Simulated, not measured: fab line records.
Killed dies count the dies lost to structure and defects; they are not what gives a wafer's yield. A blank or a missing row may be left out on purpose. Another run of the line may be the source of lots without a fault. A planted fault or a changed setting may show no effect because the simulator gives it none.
Matching of chambers -- flow nand-harc -- 4 sister chambers for NHARC_A_CONTACT_ETCH_88 on rie-diel-04
The step etches the open film in CF4, target depth 39 nm, time 65 s. 4 wafers are shown with their chamber, then 11 later ones without.

## EACH WAFER AND ITS CHAMBER
wafer,chamber,showerhead-plenum-p-Torr (Torr)
L086.6,0,1.78
L089.2,3,1.66
L089.3,2,1.84
L094.2,1,1.68

## WAFERS MISSING THEIR CHAMBER
wafer,showerhead-plenum-p-Torr (Torr)
L094.3,1.78
L094.6,1.78
L092.1,1.68
L092.2,1.84
L092.4,1.78
L097.1,1.84
L097.2,1.68
L097.4,1.77
L095.1,1.77
L095.2,1.68
L095.5,1.77

## THE CHAMBER EACH PASSED THROUGH
wafer,from the rows above,in truth
L094.3,0,0
L094.6,0,0
L092.1,1,1
L092.2,2,2
L092.4,0,0
L097.1,2,2
L097.2,1,1
L097.4,0,0
L095.1,0,0
L095.2,1,1
L095.5,0,0
11 of 11 placed correctly. Number that these rows cannot place: 0. 0 placed wrongly.
How it was worked out, from the rows above alone: a wafer's distance from a chamber is the root of the sum, over the readings, of the square of ((its reading less the chamber's mean) divided by the reading's scatter). The wafer belongs to the nearest chamber; if the next one is less than 2 further off, it can't be placed. Each chamber's mean is taken over the wafers shown for it. The scatter: root of mean squared gap, hidden wafer to nearest shown wafer, with one shown wafer a chamber.
